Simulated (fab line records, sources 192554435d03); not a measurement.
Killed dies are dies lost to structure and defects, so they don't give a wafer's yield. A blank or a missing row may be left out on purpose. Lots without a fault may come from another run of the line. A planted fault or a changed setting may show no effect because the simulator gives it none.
fab line records | flow n5_finfet
record lots=8 wafers=24 last_day=17
route steps=1938 shown ZERO_LAYER@16 WELL_APT@30 PMOS_HMC_CHANNEL_EPI@73 BEOL_M4@1111 PASSIVATION@1936
lots that met no fault: from a run of the same line without faults
start_h: hours from the record's first day to the start of the lot's first wafer shown | wait_h: hours since the lot's step before | " the same as in the row above | L1.1+2: a row that stands for several wafers | - no value, or no start given | * or withheld: withheld | < > ~ a bound
route shown NAME@n: a module of which the file shows steps, and the number in the route of the first | usual: mean/standard deviation of fault-free wafers | same: alike in all rows | chamber/n: place in a boat | sites: the reading at each site | _std_site: their standard deviation | _edge_site: outer sites' mean less inner sites' | radius_mm: how far each site lies from the wafer's centre | mask NAME#n: copy n | behind: the tool/chamber that last shaped the wafer | hold: why the lot was held/for how many hours/how that ended | device: the transistor (n, p or np) that didn't switch | end of line: the same wafers' tests at the end of the route | a step without rows: its recipe alone | killed: dies lost to structure and defects at the first sort, not the wafer's yield | map: a wafer's dies, x killed, . not, _ none there
set.NAME: the setting as run; set.NAME@STEP: as run at that earlier step | model.NAME: the simulator's own value behind a step, which no gauge read
steps of the route over a sample of lots; a table a step, a row a wafer
services: from which hour (start_h, from the record's first day; less than 0 if before it) a tool's chamber was out of use, for how many hours, and why
## steps
# step N5_ZERO_LAYER_ETCH_18
# recipe chemistry=HBr/Cl2 target=Si target_depth_a=1200 time_s=40 pressure_mtorr=10 icp_w=800 bias_w=75 HBr_flow_sccm=150 Cl2_flow_sccm=80
# usual drypump_motor_current_A=5.8/0.41 mfc_cl2_sccm=79.99/0.23 oes_product_au=0.998/0.014 throttle_valve_pct=36.30/0.25
# columns lot.wafer tool chamber start_h wait_h drypump_motor_current_A mfc_cl2_sccm oes_product_au rf_hours_counter_h throttle_valve_pct
L656.1 rie_si-03 0 18.94 0.0 5.5 80.22 0.984 62 35.82
L656.3 " 3 " " 5.5 79.96 0.978 10 36.21
L656.5 " 3 " " 5.4 80.00 0.978 - 36.21
L659.1 rie_si-05 3 36.83 0.0 5.9 79.75 1.001 114 36.62
L659.5 " 3 " " 5.9 79.92 1.003 - 36.63
L659.6 " 2 " " 5.2 79.62 1.021 - 36.49
L664.2 rie_si-03 1 67.87 0.0 5.4 80.28 0.995 76 36.10
L664.3 " 2 " " 5.6 79.97 1.006 77 36.51
L664.6 " 3 " " 5.4 79.77 0.991 - 36.21
L666.2 rie_si-03 3 78.94 0.0 5.4 80.47 0.972 11 36.21
L666.3 " 1 " " 5.5 79.83 1.001 76 36.10
L666.4 " 2 " " 5.6 79.78 0.994 77 36.52
L671.1 rie_si-05 2 108.98 0.0 5.2 80.10 1.017 52 36.50
L671.5 " 3 " " 5.9 80.19 0.999 - 36.62
L671.6 " 2 " " 5.2 80.00 1.027 - 36.48
L674.3 rie_si-05 0 126.91 0.0 6.0 79.91 1.017 3 36.63
L674.5 " 3 " " 5.9 80.14 1.004 - 36.63
L674.6 " 0 " " 6.0 79.85 1.011 - 36.62
L675.2 rie_si-05 2 132.92 0.0 5.2 79.76 1.014 52 36.48
L675.5 " 0 " " 6.0 80.15 1.006 - 36.63
L675.6 " 1 " " 6.7 80.06 0.993 - 36.23
L678.1 rie_si-02 1 150.91 0.0 5.7 80.55 0.985 74 36.52
L678.2 " 3 " " 6.3 79.70 1.005 160 36.35
L678.6 " 3 " " 6.3 79.98 1.014 - 36.37
# step N5_ZERO_LAYER_INSPECT_20
# recipe inspect_instrument=darkfield mode=post_clean
# usual raw_defect_count=38/17
# columns lot.wafer tool chamber start_h wait_h raw_defect_count
L656.1 defect_inspect-02 - 19.43 0.0 42
L656.3 " - " " 41
L656.5 " - " " 27
L659.1 defect_inspect-02 - 37.29 0.0 73
L659.5 " - " " 58
L659.6 " - " " 72
L664.2 defect_inspect-01 - 68.34 0.0 978
L664.3 " - " " 1042
L664.6 " - " " 1018
L666.2 defect_inspect-01 - 79.51 0.0 1008
L666.3 " - " " 1014
L666.4 " - " " 983
L671.1 defect_inspect-02 - 109.44 0.0 25
L671.5 " - " " 26
L671.6 " - " " 37
L674.3 defect_inspect-01 - 127.38 0.0 28
L674.5 " - " " 43
L674.6 " - " " 16
L675.2 defect_inspect-02 - 133.42 0.0 38
L675.5 " - " " 39
L675.6 " - " " 39
L678.1 defect_inspect-01 - 151.38 0.0 31
L678.2 " - " " 34
L678.6 " - " " 42
# step N5_WELL_APT_INSPECT_10
# recipe mode=adi inspect_instrument=macro
# usual raw_defect_count=2.0/1.4
# columns lot.wafer tool chamber start_h wait_h raw_defect_count
L656.1 defect_inspect-01 - 19.91 0.0 1
L656.3 " - " " 4
L656.5 " - " " 5
L659.1 defect_inspect-02 - 37.77 0.0 3
L659.5 " - " " 4
L659.6 " - " " 0
L664.2 defect_inspect-01 - 68.79 0.1 >300
L664.3 " - " " >300
L664.6 " - " " >300
L666.2 defect_inspect-01 - 79.87 0.0 >300
L666.3 " - " " >300
L666.4 " - " " >300
L671.1 defect_inspect-01 - 109.92 0.0 2
L671.5 " - " " 0
L671.6 " - " " 4
L674.3 defect_inspect-02 - 127.74 0.0 3
L674.5 " - " " 5
L674.6 " - " " 2
L675.2 defect_inspect-02 - 133.78 0.0 3
L675.5 " - " " 1
L675.6 " - " " 6
L678.1 defect_inspect-01 - 151.86 0.0 2
L678.2 " - " " 1
L678.6 " - " " 3
# step N5_WELL_APT_CD_MEAS_25
# recipe target_cd_nm=200 landing_energy_ev=500 detector=se_inlens
# usual cd_nm=201.0/1.7
# columns lot.wafer tool chamber start_h wait_h cd_nm
L656.1 cd_sem-01 0 21.26 - 200.6
L656.3 " 0 " " 203.5
L656.5 " 0 " " 201.9
L659.1 cd_sem-02 0 39.00 - 198.0
L659.5 " 0 " " 202.0
L659.6 " 0 " " 202.1
L664.2 cd_sem-03 0 69.86 - 199.5
L664.3 " 0 " " 201.8
L664.6 " 0 " " 196.2
L666.2 cd_sem-03 0 81.01 - 200.8
L666.3 " 0 " " 203.6
L666.4 " 0 " " 200.0
L671.1 cd_sem-01 0 110.99 - 200.9
L671.5 " 0 " " 200.5
L671.6 " 0 " " 201.6
L674.3 cd_sem-01 0 128.93 - 204.1
L674.5 " 0 " " 202.2
L674.6 " 0 " " 200.0
L675.2 cd_sem-03 0 135.07 - 201.7
L675.5 " 0 " " 203.7
L675.6 " 0 " " 201.6
L678.1 cd_sem-01 0 153.06 - 201.0
L678.2 " 0 " " 199.8
L678.6 " 0 " " 202.0
# step N5_WELL_APT_DESCUM_30
# recipe chemistry=O2 time_s=7.9 source_power_w=50 bias_power_w=20 pressure_mtorr=20 rf_frequency_hz=2.712e+07 temp_c=40 o2_flow_sccm=225
# usual drypump_motor_current_A=5.7/0.54 oes_product_au=0.78/0.073 rf_vpp_V=243.7/1.3 showerhead_plenum_p_Torr=2.13/0.063 throttle_valve_pct=20.53/0.25
# columns lot.wafer tool chamber start_h wait_h drypump_motor_current_A oes_product_au rf_hours_counter_h rf_vpp_V showerhead_plenum_p_Torr throttle_valve_pct
L656.1 rie_diel-06 2 21.35 0.0 6.6 0.74 172 244.7 2.18 20.53
L656.3 " 3 " " 5.8 0.79 108 243.6 2.12 20.63
L656.5 " 3 " " 5.8 0.79 - 244.1 2.12 20.61
L659.1 rie_diel-06 2 39.10 0.0 6.6 0.73 180 244.1 2.17 20.55
L659.5 " 2 " " 6.6 0.73 - 244.2 2.17 20.54
L659.6 " 3 " " 5.8 0.76 - 242.9 2.11 20.64
L664.2 rie_diel-01 2 69.94 0.0 6.1 0.76 150 245.1 2.20 20.62
L664.3 " 3 " " 5.3 0.75 171 245.1 2.18 20.97
L664.6 " 2 " " 6.0 0.76 - 244.8 2.20 20.60
L666.2 rie_diel-01 3 81.91 0.8 5.2 0.75 174 244.5 2.18 20.96
L666.3 " 1 " " 5.9 0.68 232 242.1 2.06 20.64
L666.4 " 0 " " 5.1 0.89 26 242.9 2.04 20.37
L671.1 rie_diel-01 2 111.24 0.2 6.1 0.76 162 244.4 2.19 20.63
L671.5 " 3 " " 5.3 0.74 - 245.4 2.18 20.96
L671.6 " 0 " " 5.2 0.88 - 242.6 2.04 20.36
L674.3 rie_diel-05 1 129.05 0.1 5.7 0.81 79 244.6 2.20 20.51
L674.5 " 3 " " 5.7 0.89 - 245.6 2.21 19.97
L674.6 " 0 " " 6.6 0.69 - 243.1 2.06 20.32
L675.2 rie_diel-01 2 135.20 0.1 6.1 0.76 169 244.3 2.19 20.63
L675.5 " 0 " " 5.1 0.86 - 243.4 2.04 20.40
L675.6 " 3 " " 5.2 0.73 - 244.5 2.18 20.98
L678.1 rie_diel-01 0 153.15 0.0 5.1 0.85 50 243.5 2.04 20.40
L678.2 " 2 " " 6.1 0.74 177 244.2 2.19 20.66
L678.6 " 0 " " 5.2 0.85 - 243.6 2.04 20.41
# step N5_WELL_APT_INSPECT_38
# recipe inspect_instrument=darkfield mode=post_epi
# usual raw_defect_count=13/5.9
# columns lot.wafer tool chamber start_h wait_h raw_defect_count
L656.1 defect_inspect-02 - 23.03 0.5 13
L656.3 " - " " 17
L656.5 " - " " 12
L659.1 defect_inspect-01 - 41.27 0.5 20
L659.5 " - " " 4
L659.6 " - " " 10
L664.2 defect_inspect-01 - 71.96 0.4 962
L664.3 " - " " 1024
L664.6 " - " " 985
L666.2 defect_inspect-01 - 83.96 0.6 991
L666.3 " - " " 987
L666.4 " - " " 949
L671.1 defect_inspect-01 - 113.27 0.5 24
L671.5 " - " " 20
L671.6 " - " " 26
L674.3 defect_inspect-02 - 130.89 0.4 23
L674.5 " - " " 11
L674.6 " - " " 8
L675.2 defect_inspect-02 - 137.13 0.6 22
L675.5 " - " " 28
L675.6 " - " " 15
L678.1 defect_inspect-01 - 155.02 0.7 9
L678.2 " - " " 14
L678.6 " - " " 12
# step N5_PMOS_HMC_CHANNEL_EPI_ETCH_38
# recipe chemistry=CF4 target=SiO2 target_depth_a=15 ion_energy_ev=350 pressure_mtorr=10 icp_w=800 bias_w=400 cf4_flow_sccm=80
# usual cf4_flow_sccm=79.98/0.23 drypump_motor_current_A=5.7/0.49 oes_product_au=0.994/0.014 throttle_valve_pct=21.77/0.19
# columns lot.wafer tool chamber start_h wait_h cf4_flow_sccm drypump_motor_current_A oes_product_au rf_hours_counter_h throttle_valve_pct
L656.1 rie_si-04 0 23.99 0.0 80.25 5.6 1.005 123 22.01
L656.3 " 2 " " 80.42 5.8 1.003 1 21.83
L656.5 " 2 " " 79.88 5.8 1.002 - 21.83
L659.1 rie_si-01 0 42.13 0.0 79.68 5.6 0.993 136 21.44
L659.5 " 1 " " 80.15 5.5 0.970 - 21.61
L659.6 " 2 " " 80.13 6.0 0.988 - 21.74
L664.2 rie_si-04 3 72.93 0.0 80.07 4.9 0.975 53 21.90
L664.3 " 1 " " 79.55 5.1 1.001 191 21.51
L664.6 " 3 " " 79.70 4.9 0.978 - 21.90
L666.2 rie_si-01 0 84.93 0.0 80.16 5.6 0.991 137 21.43
L666.3 " 3 " " 80.28 5.7 1.014 29 21.95
L666.4 " 3 " " 80.10 5.7 1.003 - 21.92
L671.1 rie_si-01 0 114.27 0.0 80.07 5.7 0.992 138 21.46
L671.5 " 2 " " 79.68 6.0 0.980 - 21.73
L671.6 " 3 " " 80.11 5.7 0.994 - 21.92
L674.3 rie_si-06 3 131.85 0.0 79.67 4.9 0.981 164 21.86
L674.5 " 0 " " 80.26 6.2 1.012 - 21.83
L674.6 " 1 " " 79.98 6.7 0.990 - 21.90
L675.2 rie_si-01 2 137.99 0.0 80.12 6.0 0.993 56 21.72
L675.5 " 3 " " 80.25 5.7 0.990 - 21.94
L675.6 " 0 " " 79.78 5.6 0.983 - 21.45
L678.1 rie_si-01 1 155.99 0.0 79.97 5.5 1.014 1 21.37
L678.2 " 3 " " 79.93 5.7 1.006 30 21.94
L678.6 " 3 " " 79.81 5.7 1.004 - 21.95
# step N5_BEOL_M4_RC_MEAS_101
# usual DIBL_N=35.8/1.6 DIBL_P=36.0/2.1 IOFF_N=0.153/0.026 IOFF_P=0.21/0.037 ION_N=673/11 ION_P=462/7.6 SS_N=71.4/0.53 SS_P=73.2/0.67 VT_N=250/3.2 VT_P=-250/3.7
# columns lot.wafer tool chamber start_h wait_h DIBL_N[mV/V] DIBL_P[mV/V] IOFF_N[nA/um] IOFF_P[nA/um] ION_N[uA/um] ION_P[uA/um] SS_N[mV/dec] SS_P[mV/dec] VT_N[mV] VT_P[mV]
L656.1 prober-02 0 177.41 0.0 35.3 36.1 0.139 0.18 670 453 71.1 73.2 252 -255
L656.3 " 0 " " 37.4 37.9 0.165 0.20 675 460 71.7 73.4 250 -250
L656.5 " 0 " " 35.5 35.7 0.137 0.18 673 456 71.6 72.4 253 -252
L659.1 prober-01 0 198.14 0.0 37.5 36.1 0.193 0.24 691 468 71.4 73.7 245 -246
L659.5 " 0 " " 37.4 36.3 0.183 0.25 685 471 70.9 73.9 246 -243
L659.6 " 0 " " 36.8 35.5 0.180 0.24 697 476 70.6 72.9 245 -243
L664.2 prober-01 0 224.95 0.2 35.2 35.2 0.136 0.18 671 462 71.4 73.4 250 -252
L664.3 " 0 " " 35.3 35.7 0.153 0.20 688 468 70.8 72.8 249 -249
L664.6 " 0 " " 36.4 37.6 0.168 0.22 688 469 71.9 72.6 246 -248
L666.2 prober-01 0 245.42 0.2 35.2 36.0 0.160 0.18 670 455 71.9 73.3 251 -252
L666.3 " 0 " " 37.1 39.2 0.186 0.24 670 452 71.4 74.0 246 -250
L666.4 " 0 " " 36.0 37.5 0.160 0.22 675 460 71.9 73.7 249 -251
L671.1 prober-02 0 269.28 0.0 35.6 34.1 0.139 0.19 669 461 71.6 73.0 252 -252
L671.5 " 0 " " 37.7 36.3 0.164 0.22 667 461 71.1 73.8 252 -251
L671.6 " 0 " " 36.3 34.5 0.134 0.19 669 459 71.4 73.2 251 -249
L675.2 prober-02 0 285.42 0.2 33.9 35.1 0.134 0.19 659 463 70.9 73.0 254 -250
L675.5 " 0 " " 35.2 36.3 0.168 0.23 673 466 71.8 73.2 248 -246
L675.6 " 0 " " 35.8 37.1 0.181 0.23 680 460 72.2 73.5 249 -246
L674.3 prober-01 0 289.61 0.3 36.5 36.6 0.159 0.20 669 459 71.4 73.7 253 -251
L674.5 " 0 " " 37.5 37.0 0.174 0.21 680 464 72.2 73.4 250 -249
L674.6 " 0 " " 34.7 35.0 0.136 0.18 661 460 70.6 72.9 253 -254
L678.1 prober-01 0 306.13 0.0 38.3 36.3 0.182 0.21 675 454 71.5 73.9 248 -251
L678.2 " 0 " " 34.6 32.5 0.124 0.17 668 456 71.3 72.6 254 -253
L678.6 " 0 " " 35.0 33.8 0.136 0.18 665 461 71.1 73.1 249 -253
# step N5_PASSIVATION_PROBE_49
# usual defect_limited_yield=91.3/1.5 killed_at_M0_to_M3=33/12 killed_at_M4_up=13/5.2 killed_at_contacts=13/6.7 killed_at_front_end=40/11 killed_at_other=4.1/2.7 killed_dies=103/17 killed_on_rim=14/4.2 killed_open=69/13 killed_short=33/8.4 sort_bin_5_function=5.1/1 sort_bin_6_memory=3.2/0.62 sort_n_pass=1077/17 sort_yield_pct=91.3/1.5
# same gross_dies=1180 killed_at_back_side=0 sort_bin_4_leakage[%]=0 sort_bin_8_speed[%]=0
# columns lot.wafer tool chamber start_h wait_h defect_limited_yield[%] killed_at_M0_to_M3 killed_at_M4_up killed_at_contacts killed_at_front_end killed_at_other killed_dies killed_on_rim killed_open killed_short sort_bin_5_function[%] sort_bin_6_memory[%] sort_n_pass sort_yield_pct[%]
L656.1 prober-01 - 274.66 0.0 91.4 27 5 5 61 4 102 15 72 28 5.3 3.1 1078 91.4
L656.3 prober-01 - 274.76 0.1 91.4 30 4 16 51 1 102 15 67 31 5.3 3.2 1078 91.4
L656.5 prober-01 - 274.86 0.2 92.5 33 12 10 32 1 88 10 65 22 4.5 2.8 1092 92.5
L659.1 prober-01 - 299.41 0.0 91.4 39 21 2 30 9 101 15 71 30 5.5 2.7 1079 91.4
L659.5 prober-01 - 299.61 0.2 90.6 45 25 4 26 11 111 13 73 37 5.8 3.3 1069 90.6
L659.6 prober-01 - 299.66 0.3 91.8 27 26 2 36 6 97 8 64 31 4.3 3.5 1083 91.8
L664.2 prober-01 - 325.53 0.1 81.3 17 10 12 174 8 221 24 50 33 11.5 3.4 959 81.3
L664.3 prober-01 - 325.58 0.1 83.5 21 12 8 148 6 195 28 48 29 9.3 4.2 985 83.5
L664.6 prober-01 - 325.73 0.3 82.0 19 5 17 167 4 212 17 29 36 10.7 4.1 968 82.0
L666.2 prober-01 - 358.59 0.8 80.8 15 12 16 182 1 226 8 52 30 11.4 4.2 954 80.8
L666.3 prober-01 - 358.64 0.8 77.6 26 6 20 210 2 264 34 90 38 15.1 4.2 916 77.6
L666.4 prober-01 - 358.69 0.9 82.3 17 7 21 160 4 209 30 59 26 10.0 3.8 971 82.3
L671.1 prober-02 - 382.38 0.0 90.2 42 12 15 46 1 116 16 85 31 5.8 3.9 1064 90.2
L671.5 prober-02 - 382.58 0.2 86.7 86 9 9 49 4 157 26 100 56 8.1 4.3 1023 86.7
L671.6 prober-02 - 382.63 0.3 87.9 58 17 21 46 1 143 19 98 45 7.7 4.2 1037 87.9
L675.2 prober-01 - 394.75 0.3 91.9 24 10 17 41 4 96 8 70 23 4.6 3.3 1084 91.9
L675.5 prober-01 - 394.90 0.5 91.6 28 13 18 30 10 99 14 70 26 5.3 3.1 1081 91.6
L675.6 prober-01 - 394.95 0.5 90.8 34 11 19 35 9 108 15 65 39 5.3 3.1 1072 90.8
L674.3 prober-01 - 395.10 0.1 93.6 16 6 12 40 1 75 8 54 18 3.8 2.5 1105 93.6
L674.5 prober-01 - 395.20 0.2 93.0 23 10 17 21 12 83 14 56 27 4.3 2.5 1097 93.0
L674.6 prober-01 - 395.25 0.3 90.9 18 19 20 44 6 107 14 69 35 5.2 3.6 1073 90.9
L678.1 prober-02 - 410.63 0.0 90.3 41 15 25 33 1 115 17 85 30 5.2 3.6 1065 90.3
L678.2 prober-02 - 410.68 0.1 92.4 26 20 14 24 6 90 13 61 29 4.3 2.8 1090 92.4
L678.6 prober-02 - 410.88 0.3 91.9 28 20 18 28 2 96 15 71 25 5.1 2.9 1084 91.9
# killed by level:class
L656.1 FIN_SAQP:geometric_particle:open=27 FIN_SAQP:geometric_particle:short=13 STI_FIN_REVEAL:geometric_particle:open=7 BEOL_M3:geometric_particle:open=6 BEOL_M1:geometric_particle:open=6 BEOL_M2:geometric_particle:open=6 MOL_CONTACT_COAG:geometric_particle:open=4 GATE_CUT:geometric_particle:open=3
L656.3 FIN_SAQP:geometric_particle:open=26 BEOL_M3:geometric_particle:open=12 FIN_SAQP:geometric_particle:short=9 MOL_CONTACT_COAG:geometric_particle:open=9 MOL_CONTACT_COAG:geometric_particle:short=7 BEOL_M2:geometric_particle:open=6 BEOL_M2:geometric_particle:short=4 STI_FIN_REVEAL:geometric_particle:short=3
L656.5 BEOL_M2:geometric_particle:open=16 FIN_SAQP:geometric_particle:open=9 BEOL_M3:geometric_particle:open=8 MOL_CONTACT_COAG:geometric_particle:open=7 STI_FIN_REVEAL:geometric_particle:open=5 BEOL_M1:geometric_particle:open=4 FIN_SAQP:geometric_particle:short=3 MOL_CONTACT_COAG:geometric_particle:short=3
L659.1 BEOL_M4:geometric_particle:open=12 BEOL_M0_SAQP:geometric_particle:short=9 BEOL_M0_SAQP:geometric_particle:open=9 STI_FIN_REVEAL:geometric_particle:open=7 BEOL_M0:geometric_particle:open=6 BEOL_M3:geometric_particle:open=5 FIN_SAQP:geometric_particle:open=4 DUMMY_GATE:geometric_particle:open=3
L659.5 BEOL_M3:geometric_particle:open=12 BEOL_M0_SAQP:geometric_particle:short=10 BEOL_M4:geometric_particle:open=10 BEOL_M0:geometric_particle:open=7 STI_FIN_REVEAL:geometric_particle:open=6 DUMMY_GATE:geometric_particle:open=6 BEOL_M0_SAQP:geometric_particle:open=6 GATE_CUT:geometric_particle:short=4
L659.6 BEOL_M4:geometric_particle:open=18 STI_FIN_REVEAL:geometric_particle:open=14 FIN_SAQP:geometric_particle:open=5 BEOL_M0_SAQP:geometric_particle:short=5 BEOL_M0_SAQP:geometric_particle:open=5 BEOL_M4:geometric_particle:short=5 BEOL_M1:geometric_particle:open=5 BEOL_M3:geometric_particle:open=4
L664.2 ZERO_LAYER:unspecified=138 FIN_SAQP:geometric_particle:open=12 MOL_CONTACT_COAG:geometric_particle:open=9 BEOL_M0_SAQP:geometric_particle:open=7 BEOL_M0_SAQP:geometric_particle:short=6 STI_FIN_REVEAL:geometric_particle:open=4 FIN_SAQP:geometric_particle:short=3 DUMMY_GATE:geometric_particle:open=3
L664.3 ZERO_LAYER:unspecified=116 STI_FIN_REVEAL:geometric_particle:open=8 MOL_CONTACT_COAG:geometric_particle:short=6 DUMMY_GATE:geometric_particle:open=5 BEOL_M0_SAQP:geometric_particle:open=5 BEOL_M2:geometric_particle:open=5 GATE_CUT:geometric_particle:short=4 BEOL_M0_SAQP:geometric_particle:short=4
L664.6 ZERO_LAYER:unspecified=146 MOL_CONTACT_COAG:geometric_particle:short=12 STI_FIN_REVEAL:geometric_particle:open=5 MOL_CONTACT_COAG:geometric_particle:open=5 BEOL_M0_SAQP:geometric_particle:short=5 STARTING-WAFER:geometric_particle:short=5 BEOL_M0_SAQP:geometric_particle:open=4 GATE_CUT:geometric_particle:short=3
L666.2 ZERO_LAYER:unspecified=144 MOL_CONTACT_COAG:geometric_particle:open=12 FIN_SAQP:geometric_particle:short=9 GATE_CUT:geometric_particle:short=6 BEOL_M4:geometric_particle:open=6 FIN_SAQP:geometric_particle:open=5 BEOL_M1:geometric_particle:open=5 BEOL_M2:geometric_particle:open=5
L666.3 ZERO_LAYER:unspecified=134 STI_FIN_REVEAL:geometric_particle:open=29 MOL_CONTACT_COAG:geometric_particle:open=13 BEOL_M3:geometric_particle:open=10 MOL_CONTACT_COAG:geometric_particle:short=7 FIN_SAQP:geometric_particle:short=6 DUMMY_GATE:geometric_particle:open=6 STI_FIN_REVEAL:geometric_particle:short=5
L666.4 ZERO_LAYER:unspecified=123 MOL_CONTACT_COAG:geometric_particle:open=18 GATE_CUT:geometric_particle:short=12 STI_FIN_REVEAL:geometric_particle:open=8 BEOL_M2:geometric_particle:open=8 FIN_SAQP:geometric_particle:open=4 MOL_CONTACT_COAG:geometric_particle:short=3 BEOL_M1:geometric_particle:open=3
L671.1 BEOL_M0_SAQP:geometric_particle:open=15 FIN_SAQP:geometric_particle:open=12 BEOL_M0_SAQP:geometric_particle:short=11 MOL_CONTACT_COAG:geometric_particle:open=11 STI_FIN_REVEAL:geometric_particle:open=10 BEOL_M2:geometric_particle:open=6 BEOL_M1:geometric_particle:open=4 GATE_CUT:geometric_particle:open=4
L671.5 BEOL_M0_SAQP:geometric_particle:open=32 BEOL_M0_SAQP:geometric_particle:short=22 BEOL_M3:geometric_particle:open=11 BEOL_M2:geometric_particle:open=9 GATE_CUT:geometric_particle:short=8 FIN_SAQP:geometric_particle:open=7 STI_FIN_REVEAL:geometric_particle:open=7 DUMMY_GATE:geometric_particle:open=7
L671.6 BEOL_M1:geometric_particle:open=18 MOL_CONTACT_COAG:geometric_particle:open=18 BEOL_M0_SAQP:geometric_particle:short=14 STI_FIN_REVEAL:geometric_particle:open=13 BEOL_M0_SAQP:geometric_particle:open=12 FIN_SAQP:geometric_particle:short=9 GATE_CUT:geometric_particle:short=5 DUMMY_GATE:geometric_particle:open=4
L675.2 MOL_CONTACT_COAG:geometric_particle:open=14 FIN_SAQP:geometric_particle:open=11 BEOL_M0_SAQP:geometric_particle:open=6 BEOL_M0_SAQP:geometric_particle:short=6 BEOL_M2:geometric_particle:open=5 BEOL_M3:geometric_particle:open=5 FIN_SAQP:geometric_particle:short=4 ILD0:geometric_particle:open=4
L675.5 MOL_CONTACT_COAG:geometric_particle:open=17 STI_FIN_REVEAL:geometric_particle:open=10 BEOL_M1:geometric_particle:open=7 GATE_CUT:geometric_particle:short=5 BEOL_M0_SAQP:geometric_particle:short=5 BEOL_M3:geometric_particle:open=5 BEOL_M4:geometric_particle:open=5 PASS1_CAP:geometric_particle:short=5
L675.6 MOL_CONTACT_COAG:geometric_particle:open=15 BEOL_M3:geometric_particle:open=8 BEOL_M0_SAQP:geometric_particle:open=6 BEOL_M2:geometric_particle:open=6 GATE_CUT:geometric_particle:open=5 GATE_CUT:geometric_particle:short=5 BEOL_M0_SAQP:geometric_particle:short=5 MOL_CONTACT_COAG:geometric_particle:short=4
L674.3 FIN_SAQP:geometric_particle:open=10 MOL_CONTACT_COAG:geometric_particle:open=10 GATE_CUT:geometric_particle:open=9 FIN_SAQP:geometric_particle:short=5 BEOL_M0_SAQP:geometric_particle:open=5 BEOL_M2:geometric_particle:open=4 STI_FIN_REVEAL:geometric_particle:open=3 DUMMY_GATE:geometric_particle:open=3
L674.5 MOL_CONTACT_COAG:geometric_particle:open=14 BEOL_M0_SAQP:geometric_particle:open=9 BEOL_M0_SAQP:geometric_particle:short=6 PASS1_CAP:geometric_particle:open=5 PASS1_CAP:geometric_particle:short=5 DUMMY_GATE:geometric_particle:open=4 ILD0:geometric_particle:open=4 BEOL_M4:geometric_particle:open=4
L674.6 MOL_CONTACT_COAG:geometric_particle:open=16 FIN_SAQP:geometric_particle:open=10 GATE_CUT:geometric_particle:short=7 BEOL_M2:geometric_particle:open=6 FIN_SAQP:geometric_particle:short=4 GATE_CUT:geometric_particle:open=4 BEOL_M4:geometric_particle:open=4 BEOL_M5:geometric_particle:open=4
L678.1 MOL_CONTACT_COAG:geometric_particle:open=21 FIN_SAQP:geometric_particle:open=19 BEOL_M3:geometric_particle:open=10 BEOL_M4:geometric_particle:open=10 FIN_SAQP:geometric_particle:short=7 BEOL_M2:geometric_particle:open=7 BEOL_M0_SAQP:geometric_particle:short=7 BEOL_M0_SAQP:geometric_particle:open=6
L678.2 MOL_CONTACT_COAG:geometric_particle:open=11 BEOL_M4:geometric_particle:open=10 FIN_SAQP:geometric_particle:open=9 BEOL_M3:geometric_particle:open=6 FIN_SAQP:geometric_particle:short=5 BEOL_M0_SAQP:geometric_particle:short=4 BEOL_M0_SAQP:geometric_particle:open=4 BEOL_M2:geometric_particle:open=4
L678.6 MOL_CONTACT_COAG:geometric_particle:open=16 BEOL_M4:geometric_particle:open=13 BEOL_M2:geometric_particle:open=10 DUMMY_GATE:geometric_particle:open=7 FIN_SAQP:geometric_particle:open=6 FIN_SAQP:geometric_particle:short=5 BEOL_M0:geometric_particle:open=5 BEOL_M1:geometric_particle:open=5
## services
# columns tool chamber start_h hours kind
rie_diel-05 1 9.75 9.8 repair
rie_diel-01 - 9.88 0.5 repair
rie_diel-01 - 27.47 0.9 repair
rie_si-03 - 27.79 0.2 repair
rie_diel-06 1 35.52 4.5 repair
rie_diel-06 1 41.28 3.1 repair
rie_si-03 0 62.00 3.4 repair
rie_si-01 2 65.56 10.3 repair
rie_si-04 2 67.54 8.4 repair
rie_diel-06 3 73.64 6.6 repair
rie_si-01 1 80.60 - clean
rie_si-01 1 80.60 - consumable_replace:esc
rie_diel-05 2 80.74 5.5 repair
rie_si-02 0 97.74 3.3 repair
rie_si-02 1 104.87 11.9 repair
rie_si-01 - 108.68 2.8 pm
rie_diel-05 0 110.92 6.6 repair
rie_si-03 - 112.17 28.1 pm
rie_diel-06 1 116.06 7.0 repair
rie_si-06 - 117.12 2.8 pm
rie_si-01 0 119.04 8.5 repair
rie_si-04 3 136.60 6.8 repair
rie_si-03 1 146.70 5.5 repair
rie_si-06 - 152.44 0.1 repair
## key
first_sign step=N5_ZERO_LAYER_INSPECT_20 reading=raw_defect_count direction=up sigmas=56 usual=38 struck=1007
effect step=N5_WELL_APT_INSPECT_10 reading=raw_defect_count direction=up sigmas=99+ usual=2.0 struck=>300
effect step=N5_WELL_APT_INSPECT_38 reading=raw_defect_count direction=up sigmas=99+ usual=13 struck=983
effect step=N5_PASSIVATION_PROBE_49 reading=killed_at_front_end direction=up sigmas=12 usual=40 struck=174
more_kills_born_at N5_ZERO_LAYER_ETCH_18@rie_si-03=801
met_at N5_ZERO_LAYER_ETCH_18
struck_lots L664,L666
not_acting_at N5_WELL_APT_CD_MEAS_25,N5_WELL_APT_DESCUM_30,N5_PMOS_HMC_CHANNEL_EPI_ETCH_38
onset_between 18.94 67.87
fault kind=chamber_particle_source tool=rie_si-03 chamber=- onset_h=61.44 steps=N5_ZERO_LAYER_ETCH_18 rate_per_visit_cm2=1.5053 end_h=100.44
